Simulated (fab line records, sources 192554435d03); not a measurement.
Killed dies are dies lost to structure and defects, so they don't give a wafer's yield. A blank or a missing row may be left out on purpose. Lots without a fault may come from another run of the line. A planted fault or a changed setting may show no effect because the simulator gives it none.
Chamber matching | flow n5_finfet | N5_BEOL_M3_PRE_CLEAN_60 on cvd_co-01: 3 sister chambers
The step time 15 s. 6 wafers are shown with their chamber, then 10 later ones without.

WAFERS WITH THEIR CHAMBER
wafer  | chamber | heater_power_w (W)
L086.3 | 1       | 90
L086.6 | 0       | 74
L088.5 | 0       | 76
L088.6 | 1       | 90
L087.1 | 2       | 99
L087.5 | 2       | 101

WAFERS WITHOUT THEIR CHAMBER
wafer  | heater_power_w (W)
L087.6 | 75
L092.1 | 103
L092.2 | 89
L092.3 | 76
L095.2 | 99
L095.5 | 102
L095.6 | 89
L097.3 | 76
L097.4 | 75
L097.5 | 91

WHICH CHAMBER EACH WENT THROUGH
wafer  | from the rows above | in truth
L087.6 | 0                   | 0
L092.1 | 2                   | 2
L092.2 | 1                   | 1
L092.3 | 0                   | 0
L095.2 | 2                   | 2
L095.5 | 2                   | 2
L095.6 | 1                   | 1
L097.3 | 0                   | 0
L097.4 | 0                   | 0
L097.5 | 1                   | 1
Placed correctly: 10 of 10. Can't be placed from these rows: 0. Placed wrongly: 0.
How it was worked out, from the rows above alone: a wafer's distance from a chamber is the root of the sum, over the readings, of the square of ((its reading less the chamber's mean) divided by the reading's scatter). The wafer belongs to the nearest chamber; if the next one is less than 2 further off, it can't be placed. A chamber's mean is the mean of its shown wafers. The scatter: the root of (the sum of the squares of (reading less its chamber's mean) over the shown wafers, divided by (wafers less chambers)).
